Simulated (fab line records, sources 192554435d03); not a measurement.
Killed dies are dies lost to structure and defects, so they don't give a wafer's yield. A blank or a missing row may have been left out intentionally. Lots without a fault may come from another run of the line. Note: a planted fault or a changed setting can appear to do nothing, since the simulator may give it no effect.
Matching of chambers -- flow n5_finfet -- rie_si-06 running N5_STI_FIN_REVEAL_ETCH_34: 4 sister chambers
The step etches Si in H2, material Si, target depth 0.97 nm. 18 wafers are shown with their chamber, then 8 later ones without.

WAFERS PAIRED WITH THEIR CHAMBERS
wafer,chamber,throttle_valve_pct (%),drypump_motor_current_A (A),oes_product_au (a.u.)
L074.3,1,25.4,6.2,1.038
L074.4,3,25.1,5.9,1.009
L074.5,1,25.4,6.1,1.033
L077.3,3,25.1,5.9,0.998
L077.5,3,25.1,5.8,0.997
L077.6,0,25.4,5.8,1.004
L084.1,2,25.8,5.7,0.993
L084.3,3,25.1,5.9,0.993
L084.4,0,25.4,5.7,1.005
L085.1,1,25.4,6.1,1.019
L085.4,2,25.8,5.7,0.997
L085.6,2,25.8,5.7,0.997
L086.1,3,25.1,5.9,1.005
L086.3,2,25.8,5.7,0.998
L086.5,2,25.8,5.7,0.990
L087.1,1,25.4,6.2,1.019
L087.4,2,25.8,5.7,0.994
L087.5,0,25.3,5.7,0.996

SIGNATURES (averages over the wafers above)
reading,chamber 0,chamber 1,chamber 2,chamber 3,scatter within a chamber
throttle_valve_pct,25.367,25.400,25.800,25.100,0.0218
drypump_motor_current_A,5.733,6.150,5.700,5.880,0.042
oes_product_au,1.00167,1.02725,0.99483,1.00040,0.00625
Rule: for each reading, subtract the chamber's mean from the wafer's reading, divide by that reading's scatter and square the result; add these up over the readings and take the root, which gives the wafer's distance from the chamber. The wafer belongs to the nearest chamber; if the next one is less than 2 further off, it can't be placed. The scatter: take each reading less its chamber's mean, square it, sum over the shown wafers, divide by the number of wafers less the number of chambers, and take the root.

WAFERS WHOSE CHAMBER IS MISSING
wafer,throttle_valve_pct (%),drypump_motor_current_A (A),oes_product_au (a.u.)
L093.1,25.8,5.7,0.997
L093.3,25.4,6.1,1.021
L093.6,25.4,6.2,1.030
L095.1,25.3,5.8,1.004
L095.3,25.1,5.8,1.002
L095.4,25.4,5.7,0.995
L096.3,25.4,5.8,0.991
L096.5,25.1,5.9,1.000

WHICH CHAMBER EACH ONE RAN IN
wafer,from the rows above,in truth
L093.1,2,2
L093.3,1,1
L093.6,1,1
L095.1,0,0
L095.3,3,3
L095.4,0,0
L096.3,0,0
L096.5,3,3
Placed correctly: 8 of 8. Not placeable from these rows: 0. 0 placed wrongly.
